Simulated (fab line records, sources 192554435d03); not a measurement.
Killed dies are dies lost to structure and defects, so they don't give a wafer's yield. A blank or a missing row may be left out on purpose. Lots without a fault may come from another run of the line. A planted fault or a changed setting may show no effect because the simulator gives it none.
Split-lot experiment | flow n5_finfet | 7 lots, 39 wafers read, on a route of 1938 steps

THE SPLIT
At N5_SD_EPI_N_ETCH_16 (etches SiO2 in CHF3/O2, target depth 5 nm), the setting target_depth_a was moved away from the recipe's 50 angstrom on 18 of the 39 wafers read, by -8.2% to +12.1%. The other wafers ran this setting at the recipe's value.

The reading is taken at the split's own step.

THE READING
etch.depth_nm (the simulator's own value, which no gauge read), in nm, at N5_SD_EPI_N_ETCH_16 (etches SiO2 in CHF3/O2, target depth 5 nm). The file gives no usual value for it. The 21 wafers here that ran the recipe average 4.942 nm, standard deviation 0.083 nm.

wafer  | tool, chamber at the split | target_depth_a as run, angstrom | against the recipe | etch.depth_nm, nm | against lot-mates on the recipe
L077.1 | rie_diel-04, 3             | 45.92                           | -8.2%              | 4.582             | -0.305
L077.2 | rie_diel-04, 2             | 45.92                           | -8.2%              | 4.536             | -0.351
L077.3 | rie_diel-04, 1             | 50                              | recipe             | 4.885             | -
L077.4 | rie_diel-04, 0             | 50                              | recipe             | 4.846             | -
L077.5 | rie_diel-04, 2             | 50                              | recipe             | 4.93              | -
L077.6 | rie_diel-04, 1             | 45.92                           | -8.2%              | 4.499             | -0.388
L087.1 | rie_diel-05, 0             | 50                              | recipe             | 5.067             | -
L087.2 | rie_diel-05, 1             | 50                              | recipe             | 4.809             | -
L087.6 | rie_diel-05, 2             | 50                              | recipe             | 5.06              | -
L091.1 | rie_diel-01, 1             | 50                              | recipe             | 4.979             | -
L091.2 | rie_diel-01, 3             | 50                              | recipe             | 4.976             | -
L091.3 | rie_diel-01, 2             | 46.4                            | -7.2%              | 4.805             | -0.174
L091.4 | rie_diel-01, 0             | 46.4                            | -7.2%              | 4.681             | -0.298
L091.5 | rie_diel-01, 1             | 50                              | recipe             | 4.981             | -
L091.6 | rie_diel-01, 2             | 46.4                            | -7.2%              | 4.813             | -0.166
L092.1 | rie_diel-04, 1             | 50                              | recipe             | 4.875             | -
L092.2 | rie_diel-04, 2             | 55.57                           | +11.1%             | 5.463             | +0.527
L092.3 | rie_diel-04, 0             | 50                              | recipe             | 5.056             | -
L092.4 | rie_diel-04, 2             | 50                              | recipe             | 4.878             | -
L092.5 | rie_diel-04, 1             | 55.57                           | +11.1%             | 5.487             | +0.551
L092.6 | rie_diel-04, 0             | 55.57                           | +11.1%             | 5.636             | +0.700
L093.1 | rie_diel-04, 1             | 50                              | recipe             | 4.906             | -
L093.2 | rie_diel-04, 2             | 48.11                           | -3.8%              | 4.737             | -0.229
L093.3 | rie_diel-04, 0             | 48.11                           | -3.8%              | 4.849             | -0.117
L093.4 | rie_diel-04, 2             | 48.11                           | -3.8%              | 4.687             | -0.279
L093.5 | rie_diel-04, 0             | 50                              | recipe             | 5.098             | -
L093.6 | rie_diel-04, 1             | 50                              | recipe             | 4.894             | -
L095.1 | rie_diel-04, 0             | 56.05                           | +12.1%             | 5.722             | +0.775
L095.2 | rie_diel-04, 2             | 56.05                           | +12.1%             | 5.485             | +0.538
L095.3 | rie_diel-04, 1             | 50                              | recipe             | 4.914             | -
L095.4 | rie_diel-04, 1             | 56.05                           | +12.1%             | 5.535             | +0.588
L095.5 | rie_diel-04, 2             | 50                              | recipe             | 4.858             | -
L095.6 | rie_diel-04, 0             | 50                              | recipe             | 5.068             | -
L097.1 | rie_diel-04, 1             | 50                              | recipe             | 4.953             | -
L097.2 | rie_diel-04, 2             | 46.09                           | -7.8%              | 4.501             | -0.402
L097.3 | rie_diel-04, 0             | 46.09                           | -7.8%              | 4.663             | -0.240
L097.4 | rie_diel-04, 2             | 50                              | recipe             | 4.862             | -
L097.5 | rie_diel-04, 0             | 46.09                           | -7.8%              | 4.693             | -0.210
L097.6 | rie_diel-04, 1             | 50                              | recipe             | 4.893             | -

THE FIT
A straight line over all 39 wafers: etch.depth_nm changes by +0.0477 nm for each +1% of target_depth_a; r = +0.95; the points scatter about the line by 0.095 nm.
The same after taking each lot's own level away (the mean of its wafers on the recipe; 39 wafers): +0.0468 nm for each +1%; r = +0.95; scatter 0.089 nm.
On that fit, the largest move of target_depth_a shifts the reading by 0.57 nm.
The lots' own levels span 4.8870 to 4.9787 nm, that is 1.1 times the standard deviation above.
So the lot-to-lot level changes the slope little: the two slopes agree.
Check: with one of the wafers moved furthest among these (+12.1%) left out of the fit, the line predicts +0.565 nm for it against its lot-mates. It came out at +0.775 nm against them.

OTHER SPLITS ON THESE WAFERS
These wafers also went through other splits before the reading. Each is held against what the fit with the lots' levels taken away leaves over:
other split on the same wafers | wafers away from the commonest value | r with etch.depth_nm (lot level and that fit taken away)
N5_WELL_APT_EXPOSE_22 dose_mj  | 18                                   | +0.14

THE FILE'S OWN FIT
etch.depth_nm changes by +0.0466 nm for each +1% of target_depth_a, r = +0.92.
